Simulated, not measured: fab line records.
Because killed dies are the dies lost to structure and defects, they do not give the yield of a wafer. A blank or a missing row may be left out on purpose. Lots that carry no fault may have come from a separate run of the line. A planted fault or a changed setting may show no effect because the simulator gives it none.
fab line records	flow n5_finfet
record: lots: 24	wafers: 72	last_day: 19
route steps=1938 shown FIN_SAQP@99 FIN_CUT@163 STI_FIN_REVEAL@184
lots untouched by any fault: they come from a run of this same line in which no faults occurred
start_h: hours from the record's opening day to when the first of the lot's shown wafers began	wait_h: time in hours since the lot's previous step	" same as the row above	L1.1+2: a single row standing in for several wafers	- value missing, or start not given	* or withheld: withheld	< > ~ a bound
route shown NAME@n: a module of which the file shows steps, and the number in the route of the first	usual: mean/standard deviation of fault-free wafers	same: alike in all rows	chamber/n: place in a boat	sites: per-site readings	_std_site: how widely they spread, as a standard deviation	_edge_site: mean of outer sites minus mean of inner sites	radius_mm: for every site, how far away it sits from the centre of the wafer	mask NAME#n: copy n	behind: the last tool/chamber to shape the wafer	hold: why the lot went on hold/how many hours it stayed there/how the hold came to an end	device: transistor that didn't switch, given as n, p or np	end of line: at the end of the route, the tests of the same wafers	for a step that has no rows: nothing shown but its recipe	killed: count of dies lost to structure and defects at first sort (not the wafer's yield)	map: a wafer's dies, x killed, . not, _ none there
set.NAME: setting as actually run; set.NAME@STEP: the setting as run at that earlier step	model.NAME: the simulator's own value behind a step, which no gauge read
one table for each step of the route and one row for each wafer, over a sample of lots
services: from which hour (start_h, from the record's first day; less than 0 if before it) a tool's chamber was out of use, for how many hours, and why
== steps ==
step: N5_FIN_SAQP_PECVD_48
recipe: material: SiNx	target_thk_a: 250	temp_c: 400	precursor: SiH4/NH3/N2	pressure_torr: 1.5	rf_w: 300	time_s: 22.1
usual: heater_power_w: 772/100	showerhead_plenum_p_Torr: 5.11/0.08	throttle_valve_pct: 38.6/1.4
lot.wafer	tool	chamber	start_h	wait_h	heater_power_w	showerhead_plenum_p_Torr	throttle_valve_pct
L074.2	pecvd-01	0	21.85	0.0	886	5.26	36.0
L074.3	"	1	"	"	765	5.09	40.7
L074.5	"	2	"	"	640	5.07	38.2
L075.1	pecvd-01	0	28.81	0.0	816	5.26	36.2
L075.2	"	2	"	"	671	5.06	38.5
L075.6	"	1	"	"	712	5.09	40.9
L076.1	pecvd-01	2	32.59	0.0	602	5.06	38.6
L076.3	"	0	"	"	850	5.25	36.0
L076.6	"	2	"	"	603	5.07	38.3
L077.1	pecvd-01	1	40.92	0.0	692	5.10	40.6
L077.4	"	2	"	"	690	5.06	38.2
L077.5	"	0	"	"	929	5.25	36.1
L078.1	pecvd-03	1	45.06	0.0	904	5.13	39.2
L078.3	"	1	"	"	863	5.14	39.6
L078.5	"	0	"	"	684	5.07	38.3
L079.1	pecvd-02	1	52.10	0.0	712	5.14	39.2
L079.4	"	0	"	"	832	5.14	39.8
L079.6	"	2	"	"	920	5.20	37.5
L080.2	pecvd-03	2	57.94	0.0	848	4.96	37.6
L080.5	"	1	"	"	847	5.12	39.7
L080.6	"	2	"	"	876	4.96	37.6
L081.1	pecvd-03	2	63.53	0.0	833	4.94	37.8
L081.3	"	2	"	"	834	4.96	37.6
L081.6	"	0	"	"	643	5.07	38.2
L082.2	pecvd-02	1	70.34	0.0	627	5.11	38.7
L082.4	"	2	"	"	865	5.19	37.9
L082.5	"	0	"	"	819	5.14	39.8
L083.1	pecvd-01	1	75.92	0.0	735	5.09	40.6
L083.4	"	0	"	"	793	5.25	36.3
L083.5	"	2	"	"	693	5.06	38.6
L084.1	pecvd-02	2	81.78	0.0	929	5.20	37.6
L084.5	"	0	"	"	870	5.13	39.9
L084.6	"	2	"	"	912	5.20	38.1
L085.1	pecvd-01	0	87.47	0.0	890	5.24	36.2
L085.4	"	2	"	"	629	5.05	38.4
L085.5	"	0	"	"	903	5.26	36.3
L086.1	pecvd-03	1	93.04	0.0	895	5.14	39.3
L086.2	"	0	"	"	728	5.06	38.4
L086.4	"	2	"	"	849	4.96	37.9
L087.1	pecvd-03	2	100.81	0.0	839	4.95	37.9
L087.5	"	2	"	"	848	4.95	37.6
L087.6	"	1	"	"	894	5.14	39.4
L088.2	pecvd-03	0	105.73	0.0	729	5.07	38.4
L088.3	"	1	"	"	888	5.14	39.4
L088.5	"	0	"	"	729	5.07	38.6
L089.1	pecvd-03	0	111.67	0.0	685	5.07	38.2
L089.3	"	1	"	"	948	5.13	39.5
L089.4	"	0	"	"	691	5.08	38.2
L090.4	pecvd-02	2	117.37	0.0	937	5.18	38.1
L090.5	"	1	"	"	606	5.14	38.8
L090.6	"	0	"	"	838	5.13	39.7
L091.1	pecvd-01	1	123.10	0.0	650	5.08	41.0
L091.2	"	2	"	"	629	5.07	38.5
L091.4	"	2	"	"	634	5.06	38.6
L092.4	pecvd-01	0	129.16	0.0	813	5.26	36.6
L092.5	"	1	"	"	715	5.10	41.0
L092.6	"	2	"	"	629	5.07	39.0
L093.2	pecvd-01	0	135.18	0.0	894	5.26	36.3
L093.3	"	2	"	"	719	5.07	38.5
L093.5	"	2	"	"	699	5.07	38.7
L094.1	pecvd-02	1	141.11	0.0	727	5.14	39.1
L094.2	"	0	"	"	900	5.14	39.8
L094.3	"	2	"	"	939	5.17	38.0
L095.1	pecvd-02	0	147.28	0.0	753	5.14	39.7
L095.3	"	2	"	"	864	5.20	38.0
L095.5	"	0	"	"	770	5.14	39.6
L096.1	pecvd-01	1	153.79	0.0	758	5.08	40.7
L096.5	"	1	"	"	753	5.07	40.6
L096.6	"	2	"	"	678	5.07	38.6
L097.1	pecvd-01	1	158.86	0.0	687	5.10	40.8
L097.3	"	2	"	"	665	5.07	38.4
L097.5	"	2	"	"	657	5.06	38.5
step: N5_FIN_SAQP_INSPECT_40
recipe: inspect_instrument: brightfield	mode: aei
usual: raw_defect_count: 257/90
lot.wafer	tool	chamber	start_h	wait_h	raw_defect_count
L074.2	defect_inspect-02	-	26.74	0.0	191
L074.3	"	-	"	"	151
L074.5	"	-	"	"	205
L075.1	defect_inspect-02	-	34.38	0.0	463
L075.2	"	-	"	"	646
L075.6	"	-	"	"	386
L076.1	defect_inspect-02	-	39.60	0.0	210
L076.3	"	-	"	"	225
L076.6	"	-	"	"	174
L077.1	defect_inspect-01	-	46.06	0.0	343
L077.4	"	-	"	"	361
L077.5	"	-	"	"	265
L078.1	defect_inspect-01	-	50.79	0.0	217
L078.3	"	-	"	"	218
L078.5	"	-	"	"	230
L079.1	defect_inspect-01	-	58.00	0.0	303
L079.4	"	-	"	"	231
L079.6	"	-	"	"	264
L080.2	defect_inspect-01	-	63.03	0.0	201
L080.5	"	-	"	"	220
L080.6	"	-	"	"	285
L081.1	defect_inspect-01	-	69.42	0.0	236
L081.3	"	-	"	"	287
L081.6	"	-	"	"	323
L082.2	defect_inspect-02	-	75.26	0.0	199
L082.4	"	-	"	"	299
L082.5	"	-	"	"	501
L083.1	defect_inspect-01	-	81.02	0.0	277
L083.4	"	-	"	"	201
L083.5	"	-	"	"	209
L084.1	defect_inspect-02	-	88.18	0.0	348
L084.5	"	-	"	"	322
L084.6	"	-	"	"	244
L085.1	defect_inspect-01	-	93.89	0.0	253
L085.4	"	-	"	"	251
L085.5	"	-	"	"	246
L086.1	defect_inspect-02	-	98.24	0.0	246
L086.2	"	-	"	"	363
L086.4	"	-	"	"	303
L087.1	defect_inspect-02	-	106.85	0.0	217
L087.5	"	-	"	"	177
L087.6	"	-	"	"	149
L088.2	defect_inspect-01	-	112.04	0.0	262
L088.3	"	-	"	"	338
L088.5	"	-	"	"	306
L089.1	defect_inspect-02	-	118.13	0.0	234
L089.3	"	-	"	"	165
L089.4	"	-	"	"	141
L090.4	defect_inspect-01	-	122.52	0.0	235
L090.5	"	-	"	"	246
L090.6	"	-	"	"	252
L091.1	defect_inspect-01	-	128.38	0.0	300
L091.2	"	-	"	"	186
L091.4	"	-	"	"	177
L092.4	defect_inspect-02	-	135.28	0.0	190
L092.5	"	-	"	"	289
L092.6	"	-	"	"	274
L093.2	defect_inspect-01	-	140.69	0.0	522
L093.3	"	-	"	"	339
L093.5	"	-	"	"	273
L094.1	defect_inspect-02	-	147.14	0.0	247
L094.2	"	-	"	"	215
L094.3	"	-	"	"	390
L095.1	defect_inspect-02	-	153.31	0.0	153
L095.3	"	-	"	"	135
L095.5	"	-	"	"	97
L096.1	defect_inspect-02	-	158.65	0.0	265
L096.5	"	-	"	"	166
L096.6	"	-	"	"	183
L097.1	defect_inspect-02	-	163.82	0.0	248
L097.3	"	-	"	"	288
L097.5	"	-	"	"	234
step: N5_FIN_CUT_CD_MEAS_08
recipe: target_cd_nm: 29.1	landing_energy_ev: 500	detector: se_inlens	polarity: opening
usual: cd_nm: 29.01/0.22
lot.wafer	tool	chamber	start_h	wait_h	cd_nm
L074.2	cd_sem-01	0	27.04	-	28.69
L074.3	"	0	"	"	28.99
L074.5	"	0	"	"	29.18
L075.1	cd_sem-02	0	34.81	-	29.22
L075.2	"	0	"	"	29.42
L075.6	"	0	"	"	29.32
L076.1	cd_sem-03	0	40.02	-	28.98
L076.3	"	0	"	"	29.00
L076.6	"	0	"	"	29.24
L077.1	cd_sem-01	0	46.37	-	28.95
L077.4	"	0	"	"	29.37
L077.5	"	0	"	"	28.95
L078.1	cd_sem-01	0	51.22	-	28.54
L078.3	"	0	"	"	29.38
L078.5	"	0	"	"	29.09
L079.1	cd_sem-01	0	58.30	-	28.82
L079.4	"	0	"	"	28.87
L079.6	"	0	"	"	28.48
L080.2	cd_sem-01	0	63.34	-	29.22
L080.5	"	0	"	"	29.21
L080.6	"	0	"	"	29.02
L081.1	cd_sem-02	0	69.85	-	28.68
L081.3	"	0	"	"	28.61
L081.6	"	0	"	"	28.54
L082.2	cd_sem-02	0	75.59	-	29.02
L082.4	"	0	"	"	28.99
L082.5	"	0	"	"	29.04
L083.1	cd_sem-02	0	81.45	-	28.82
L083.4	"	0	"	"	29.27
L083.5	"	0	"	"	28.58
L084.1	cd_sem-02	0	88.48	-	29.39
L084.5	"	0	"	"	29.07
L084.6	"	0	"	"	28.95
L085.1	cd_sem-02	0	94.19	-	29.24
L085.4	"	0	"	"	29.13
L085.5	"	0	"	"	29.08
L086.1	cd_sem-01	0	98.67	-	28.97
L086.2	"	0	"	"	28.72
L086.4	"	0	"	"	29.06
L087.1	cd_sem-01	0	107.15	-	29.08
L087.5	"	0	"	"	28.83
L087.6	"	0	"	"	29.22
L088.2	cd_sem-01	0	112.34	-	28.77
L088.3	"	0	"	"	28.60
L088.5	"	0	"	"	29.08
L089.1	cd_sem-01	0	118.44	-	29.13
L089.3	"	0	"	"	29.39
L089.4	"	0	"	"	29.10
L090.4	cd_sem-03	0	122.98	-	28.72
L090.5	"	0	"	"	28.83
L090.6	"	0	"	"	29.20
L091.1	cd_sem-03	0	128.68	-	29.22
L091.2	"	0	"	"	29.28
L091.4	"	0	"	"	28.84
L092.4	cd_sem-03	0	135.59	-	28.60
L092.5	"	0	"	"	29.13
L092.6	"	0	"	"	28.89
L093.2	cd_sem-01	0	141.12	-	28.98
L093.3	"	0	"	"	28.83
L093.5	"	0	"	"	28.92
L094.1	cd_sem-02	0	147.57	-	28.96
L094.2	"	0	"	"	28.92
L094.3	"	0	"	"	29.03
L095.1	cd_sem-03	0	153.74	-	28.80
L095.3	"	0	"	"	29.05
L095.5	"	0	"	"	28.96
L096.1	cd_sem-03	0	159.08	-	29.18
L096.5	"	0	"	"	29.09
L096.6	"	0	"	"	28.83
L097.1	cd_sem-01	0	164.25	-	29.37
L097.3	"	0	"	"	29.09
L097.5	"	0	"	"	28.77
step: N5_FIN_CUT_OVL_MEAS_09
recipe: points_per_wafer: 522
usual: FIN_CUT_OVL: -0.5/0.67
same: points_per_wafer: 522
lot.wafer	tool	chamber	start_h	wait_h	FIN_CUT_OVL[nm]
L074.2	overlay-01	0	27.08	0.0	-1.4
L074.3	"	0	"	"	-0.2
L074.5	"	0	"	"	0.0
L075.1	overlay-01	0	34.84	0.0	0.5
L075.2	"	0	"	"	0.5
L075.6	"	0	"	"	0.3
L076.1	overlay-01	0	40.05	0.0	-0.9
L076.3	"	0	"	"	-0.6
L076.6	"	0	"	"	0.2
L077.1	overlay-01	0	46.40	0.0	-1.0
L077.4	"	0	"	"	-0.4
L077.5	"	0	"	"	-0.7
L078.1	overlay-01	0	51.25	0.0	-0.2
L078.3	"	0	"	"	-0.5
L078.5	"	0	"	"	0.1
L079.1	overlay-01	0	58.33	0.0	0.9
L079.4	"	0	"	"	0.9
L079.6	"	0	"	"	-0.8
L080.2	overlay-02	0	63.37	0.0	0.0
L080.5	"	0	"	"	-0.2
L080.6	"	0	"	"	-1.2
L081.1	overlay-01	0	69.88	0.0	-1.2
L081.3	"	0	"	"	-2.0
L081.6	"	0	"	"	-0.8
L082.2	overlay-01	0	75.63	0.0	-0.7
L082.4	"	0	"	"	0.0
L082.5	"	0	"	"	-1.0
L083.1	overlay-01	0	81.48	0.0	-0.7
L083.4	"	0	"	"	0.1
L083.5	"	0	"	"	-1.5
L084.1	overlay-01	0	88.51	0.0	-0.2
L084.5	"	0	"	"	0.1
L084.6	"	0	"	"	-0.5
L085.1	overlay-02	0	94.22	0.0	-0.1
L085.4	"	0	"	"	0.0
L085.5	"	0	"	"	-0.2
L086.1	overlay-01	0	98.70	0.0	-0.8
L086.2	"	0	"	"	-1.1
L086.4	"	0	"	"	-1.7
L087.1	overlay-01	0	107.18	0.0	-1.8
L087.5	"	0	"	"	-1.7
L087.6	"	0	"	"	-1.0
L088.2	overlay-01	0	112.38	0.0	-0.2
L088.3	"	0	"	"	-0.7
L088.5	"	0	"	"	-1.7
L089.1	overlay-01	0	118.47	0.0	0.2
L089.3	"	0	"	"	-0.9
L089.4	"	0	"	"	0.2
L090.4	overlay-02	0	123.02	0.0	-0.5
L090.5	"	0	"	"	-1.3
L090.6	"	0	"	"	-1.8
L091.1	overlay-02	0	128.71	0.0	-1.4
L091.2	"	0	"	"	-1.4
L091.4	"	0	"	"	-1.5
L092.4	overlay-02	0	135.63	0.0	0.1
L092.5	"	0	"	"	0.2
L092.6	"	0	"	"	0.5
L093.2	overlay-01	0	141.16	0.0	-0.7
L093.3	"	0	"	"	-0.8
L093.5	"	0	"	"	-1.0
L094.1	overlay-01	0	147.60	0.0	0.3
L094.2	"	0	"	"	-1.0
L094.3	"	0	"	"	0.4
L095.1	overlay-01	0	153.77	0.0	-0.5
L095.3	"	0	"	"	-0.6
L095.5	"	0	"	"	-1.0
L096.1	overlay-01	0	159.11	0.0	-1.0
L096.5	"	0	"	"	-0.4
L096.6	"	0	"	"	-1.5
L097.1	overlay-01	0	164.28	0.0	-1.1
L097.3	"	0	"	"	-1.6
L097.5	"	0	"	"	-2.1
step: N5_STI_FIN_REVEAL_ALD_14
recipe: material: Si3N4	target_thk_a: 30	temp_c: 400	ald_precursor_family: SiH2I2	ald_co_reactant: N2/H2-plasma	pressure_torr: 2
usual: heater_power_w: 857/87
lot.wafer	tool	chamber	start_h	wait_h	heater_power_w
L074.2	ald_sin-01	2	28.17	0.0	898
L074.3	"	0	"	"	809
L074.5	"	2	"	"	887
L075.1	ald_sin-01	2	36.08	0.0	869
L075.2	"	0	"	"	798
L075.6	"	0	"	"	805
L076.1	ald_sin-01	2	41.67	0.0	898
L076.3	"	0	"	"	801
L076.6	"	1	"	"	940
L077.1	ald_sin-03	0	47.91	0.0	943
L077.4	"	2	"	"	857
L077.5	"	2	"	"	872
L078.1	ald_sin-03	3	52.38	0.0	803
L078.3	"	2	"	"	848
L078.5	"	1	"	"	755
L079.1	ald_sin-01	0	59.43	0.0	791
L079.4	"	3	"	"	873
L079.6	"	3	"	"	880
L080.2	ald_sin-01	2	64.45	0.0	869
L080.5	"	2	"	"	872
L080.6	"	3	"	"	847
L081.1	ald_sin-01	0	71.06	0.0	811
L081.3	"	1	"	"	899
L081.6	"	2	"	"	849
L082.2	ald_sin-01	1	76.71	0.0	945
L082.4	"	2	"	"	867
L082.5	"	3	"	"	873
L083.1	ald_sin-02	0	82.63	0.0	858
L083.4	"	0	"	"	853
L083.5	"	3	"	"	731
L084.1	ald_sin-02	1	91.55	0.0	756
L084.5	"	1	"	"	764
L084.6	"	0	"	"	859
L085.1	ald_sin-02	2	96.89	0.0	1093
L085.4	"	0	"	"	879
L085.5	"	2	"	"	1145
L086.1	ald_sin-02	2	100.40	0.0	1119
L086.2	"	0	"	"	868
L086.4	"	1	"	"	745
L087.1	ald_sin-03	1	108.84	0.0	743
L087.5	"	3	"	"	806
L087.6	"	2	"	"	876
L088.2	ald_sin-03	2	113.51	0.0	869
L088.3	"	3	"	"	808
L088.5	"	0	"	"	926
L089.1	ald_sin-03	1	120.86	0.0	745
L089.3	"	2	"	"	855
L089.4	"	0	"	"	948
L090.4	ald_sin-01	0	124.89	0.0	790
L090.5	"	0	"	"	794
L090.6	"	1	"	"	973
L091.1	ald_sin-03	3	129.81	0.0	825
L091.2	"	0	"	"	929
L091.4	"	2	"	"	860
L092.4	ald_sin-01	1	137.11	0.1	961
L092.5	"	2	"	"	838
L092.6	"	3	"	"	819
L093.2	ald_sin-01	1	142.24	0.0	963
L093.3	"	2	"	"	831
L093.5	"	0	"	"	760
L094.1	ald_sin-01	2	148.81	0.0	823
L094.2	"	1	"	"	956
L094.3	"	0	"	"	791
L095.1	ald_sin-03	2	154.87	0.0	865
L095.3	"	3	"	"	819
L095.5	"	2	"	"	862
L096.1	ald_sin-02	1	160.21	0.0	732
L096.5	"	2	"	"	1149
L096.6	"	3	"	"	764
L097.1	ald_sin-01	0	167.22	0.0	765
L097.3	"	2	"	"	841
L097.5	"	2	"	"	841
step: N5_STI_FIN_REVEAL_ETCH_34
recipe: chemistry: H2	mode: isotropic	material: Si	target: Si	target_depth_a: 9.7	temp_c: 20	pressure_mtorr: 4.5	icp_w: 300	bias_w: 0	h2_flow_sccm: 7.5	he_flow_sccm: 142.5
usual: drypump_motor_current_A: 5.9/0.47	h2_flow_sccm: 7.498/0.022	oes_product_au: 1.008/0.011	throttle_valve_pct: 25.8/0.5
lot.wafer	tool	chamber	start_h	wait_h	drypump_motor_current_A	h2_flow_sccm	oes_product_au	rf_hours_counter_h	throttle_valve_pct
L074.2	rie_si-04	3	36.34	0.1	6.5	7.511	1.016	47	25.9
L074.3	"	1	"	"	6.4	7.501	1.020	175	26.3
L074.5	"	1	"	"	6.4	7.460	1.004	-	26.3
L075.1	rie_si-05	0	44.09	0.2	5.6	7.516	0.998	41	26.2
L075.2	"	1	"	"	5.6	7.495	0.999	113	24.9
L075.6	"	3	"	"	6.1	7.497	0.998	-	26.1
L076.1	rie_si-05	1	50.19	0.2	5.6	7.523	0.996	113	24.9
L076.3	"	2	"	"	6.3	7.510	1.010	127	25.4
L076.6	"	1	"	"	5.6	7.473	1.005	-	24.9
L077.1	rie_si-05	3	55.85	0.2	6.1	7.496	1.003	88	26.1
L077.4	"	0	"	"	5.6	7.528	0.997	41	26.2
L077.5	"	2	"	"	6.3	7.482	1.003	-	25.4
L078.1	rie_si-04	2	60.38	0.2	5.8	7.500	1.005	150	26.1
L078.3	"	3	"	"	6.5	7.508	1.038	48	25.9
L078.5	"	2	"	"	5.8	7.451	1.005	-	26.1
L079.1	rie_si-04	2	67.60	0.2	5.7	7.496	1.001	151	26.1
L079.4	"	0	"	"	5.2	7.490	0.998	177	25.2
L079.6	"	1	"	"	6.3	7.526	1.019	-	26.3
L080.2	rie_si-05	1	72.56	0.1	5.6	7.479	0.994	114	24.9
L080.5	"	0	"	"	5.6	7.518	0.994	-	26.2
L080.6	"	1	"	"	5.6	7.496	0.993	-	24.9
L081.1	rie_si-05	3	79.27	0.2	6.1	7.498	1.008	89	26.1
L081.3	"	1	"	"	5.6	7.528	1.002	114	24.9
L081.6	"	2	"	"	6.3	7.483	1.016	-	25.4
L082.2	rie_si-05	2	84.76	0.1	6.3	7.513	1.013	128	25.4
L082.4	"	1	"	"	5.6	7.498	0.999	114	24.9
L082.5	"	3	"	"	6.1	7.509	1.007	-	26.1
L083.1	rie_si-04	1	90.80	0.2	6.4	7.503	1.014	176	26.3
L083.4	"	0	"	"	5.2	7.478	0.997	177	25.2
L083.5	"	3	"	"	6.5	7.502	1.016	-	25.9
L084.1	rie_si-03	0	99.50	0.2	6.2	7.530	1.016	1	25.7
L084.5	"	3	"	"	5.8	7.474	0.993	-	26.9
L084.6	"	0	"	"	6.2	7.540	1.022	-	25.7
L085.1	rie_si-04	0	105.00	0.2	5.2	7.496	1.001	177	25.2
L085.4	"	3	"	"	6.5	7.514	1.022	48	25.9
L085.5	"	2	"	"	5.8	7.468	1.002	-	26.1
L086.1	rie_si-04	1	108.54	0.2	6.3	7.500	1.021	176	26.3
L086.2	"	3	"	"	6.5	7.512	1.024	48	26.0
L086.4	"	2	"	"	5.8	7.509	1.015	151	26.1
L087.1	rie_si-04	1	116.80	0.2	6.4	7.477	1.012	176	26.3
L087.5	"	2	"	"	5.8	7.487	0.997	-	26.1
L087.6	"	1	"	"	6.4	7.527	1.017	-	26.3
L088.2	rie_si-05	0	121.46	0.1	5.6	7.466	1.009	42	26.2
L088.3	"	1	"	"	5.6	7.497	0.994	115	24.9
L088.5	"	0	"	"	5.6	7.519	1.003	-	26.2
L089.1	rie_si-03	0	128.97	0.2	6.3	7.478	1.010	1	25.6
L089.3	"	3	"	"	5.8	7.486	0.993	3	26.9
L089.4	"	1	"	"	5.0	7.486	1.012	46	25.7
L090.4	rie_si-04	0	132.95	0.1	5.2	7.488	1.005	178	25.2
L090.5	"	0	"	"	5.2	7.491	0.999	-	25.2
L090.6	"	3	"	"	6.5	7.454	1.022	-	26.0
L091.1	rie_si-05	1	137.89	0.2	5.6	7.491	1.008	115	24.9
L091.2	"	2	"	"	6.3	7.479	1.015	129	25.4
L091.4	"	0	"	"	5.6	7.512	1.008	42	26.2
L092.4	rie_si-03	0	144.96	0.1	6.3	7.512	1.005	1	25.7
L092.5	"	3	"	"	5.8	7.517	0.986	-	26.9
L092.6	"	0	"	"	6.3	7.508	1.001	-	25.7
L093.2	rie_si-05	0	150.22	0.1	5.6	7.527	1.019	43	26.2
L093.3	"	3	"	"	6.1	7.490	1.009	90	26.1
L093.5	"	1	"	"	5.6	7.495	1.000	-	24.9
L094.1	rie_si-03	2	156.92	0.2	5.1	7.487	1.011	121	25.5
L094.2	"	0	"	"	6.3	7.518	1.018	2	25.6
L094.3	"	3	"	"	5.9	7.453	0.989	3	26.9
L095.1	rie_si-03	3	162.80	0.2	5.8	7.524	0.999	3	26.9
L095.3	"	1	"	"	5.0	7.516	1.027	47	25.7
L095.5	"	0	"	"	6.3	7.476	1.014	-	25.7
L096.1	rie_si-04	0	168.12	0.2	5.2	7.503	1.013	178	25.2
L096.5	"	0	"	"	5.2	7.479	1.018	-	25.2
L096.6	"	3	"	"	6.5	7.505	1.021	-	25.9
L097.1	rie_si-04	2	175.16	0.2	5.8	7.465	1.007	153	26.1
L097.3	"	0	"	"	5.2	7.530	1.007	179	25.2
L097.5	"	1	"	"	6.4	7.493	1.015	-	26.3
== services ==
tool	chamber	start_h	hours	kind
pecvd-01	2	8.58	4.8	repair
pecvd-01	-	12.15	6.0	pm
pecvd-03	-	13.75	0.9	repair
pecvd-02	-	17.60	1.1	repair
rie_si-03	-	26.89	2.6	repair
ald_sin-02	-	39.23	0.5	repair
rie_si-03	1	41.53	2.1	repair
ald_sin-02	2	43.06	14.4	repair
ald_sin-01	-	45.58	0.2	repair
ald_sin-02	1	52.87	3.3	repair
rie_si-03	-	54.11	4.0	pm
ald_sin-03	0	57.68	10.2	repair
rie_si-04	-	61.52	0.4	repair
ald_sin-03	-	62.48	2.8	pm
ald_sin-03	3	65.90	8.0	repair
rie_si-05	3	70.10	7.6	repair
ald_sin-02	2	77.09	7.8	repair
ald_sin-01	-	84.75	2.8	pm
ald_sin-01	2	105.64	5.0	repair
rie_si-03	1	120.04	5.0	repair
ald_sin-01	0	135.09	3.7	repair
ald_sin-03	1	147.19	7.9	repair
rie_si-03	3	147.99	2.1	repair
ald_sin-02	1	169.32	4.6	repair
== key ==
fault none
